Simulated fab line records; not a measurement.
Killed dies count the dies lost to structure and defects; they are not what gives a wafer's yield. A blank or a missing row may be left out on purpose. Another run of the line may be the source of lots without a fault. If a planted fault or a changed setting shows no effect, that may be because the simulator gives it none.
2 desks, one fault ; flow n5Finfet ; every desk sees just its own numbers, and what lay behind them comes last

## METROLOGY DESK
Lot by lot, what the gauges showed, no matter which tool ran the lot: averages of those sampled wafers that carry a number. Any lot whose mean is over 4 standard deviations away from the usual mean is out of limits and marked OUT; that distance is given in the brackets. Of its 10 readings 7 are shown: those that lie furthest out on some lot.
Columns: A = DIBL_N at N5_BEOL_M4_RC_MEAS_101, usual 36.3 mV/V; B = IOFF_N at N5_BEOL_M4_RC_MEAS_101, usual 0.16 nA/um; C = IOFF_P at N5_BEOL_M4_RC_MEAS_101, usual 0.21 nA/um; D = ION_N at N5_BEOL_M4_RC_MEAS_101, usual 675 uA/um; E = ION_P at N5_BEOL_M4_RC_MEAS_101, usual 464 uA/um; F = SS_P at N5_BEOL_M4_RC_MEAS_101, usual 73.3 mV/dec; G = VT_P at N5_BEOL_M4_RC_MEAS_101, usual -250 mV
lot;first seen here;A;B;C;D;E;F;G
L834;day 7 18:26;37.9;0.20;0.28;692;475;74.2;-245
L836;day 8 06:11;35.3;0.14;0.16;658;450;72.8;-255
L837;day 8 15:01;36.0;0.17;0.23;687;470;74.3;-250
L838;day 8 18:02;35.6;0.14;0.19;662;455;72.9;-253
L854;day 13 01:41;36.0;0.16;0.19;686;462;73.2;-254
L852;day 13 19:43;39.3;0.20;0.24;697;471;74.0;-247
L847;day 14 08:04;37.2;0.16;0.22;674;466;73.9;-250
L846;day 14 14:58;35.9;0.17;0.23;681;469;73.0;-247
L857;day 15 04:40;36.5;0.15;0.21;667;458;73.5;-249
Finding of this desk: none of the 9 lots has anything out of limits.

## THE TOOL OWNER'S DESK: rieSi-01
The tool's own readings at N5_FIN_SAQP_ETCH_64 (etches SiO2 in CF4, target depth 1.5 nm): means of the sampled wafers that have a number, for each lot that ran on this tool. Any lot whose mean is over 4 standard deviations away from the usual mean is out of limits and marked OUT; that distance is given in the brackets.
Columns: A = drypumpMotorCurrentA at N5_FIN_SAQP_ETCH_64, usual 5.7 A; B = oesProductAu at N5_FIN_SAQP_ETCH_64, usual 1.014 a.u.; C = throttleValvePct at N5_FIN_SAQP_ETCH_64, usual 21.71 %
lot;first seen here;A;B;C
L836;day 2 14:59;5.2;1.019;21.55
L838;day 3 01:31;5.6;1.000;21.88
L846;day 5 06:17;6.0;1.100;21.85
L847;day 5 10:06;6.0;1.099;21.85
L857;day 8 01:31;5.9;1.017;21.72
Finding of this desk: none of the 5 lots has anything out of limits.

## PUT TOGETHER
From the metrology desk's view, nothing was out of limits.
Nothing out of limits was seen by the tool owner's desk.

## WHAT THE SIMULATOR HAD PUT IN
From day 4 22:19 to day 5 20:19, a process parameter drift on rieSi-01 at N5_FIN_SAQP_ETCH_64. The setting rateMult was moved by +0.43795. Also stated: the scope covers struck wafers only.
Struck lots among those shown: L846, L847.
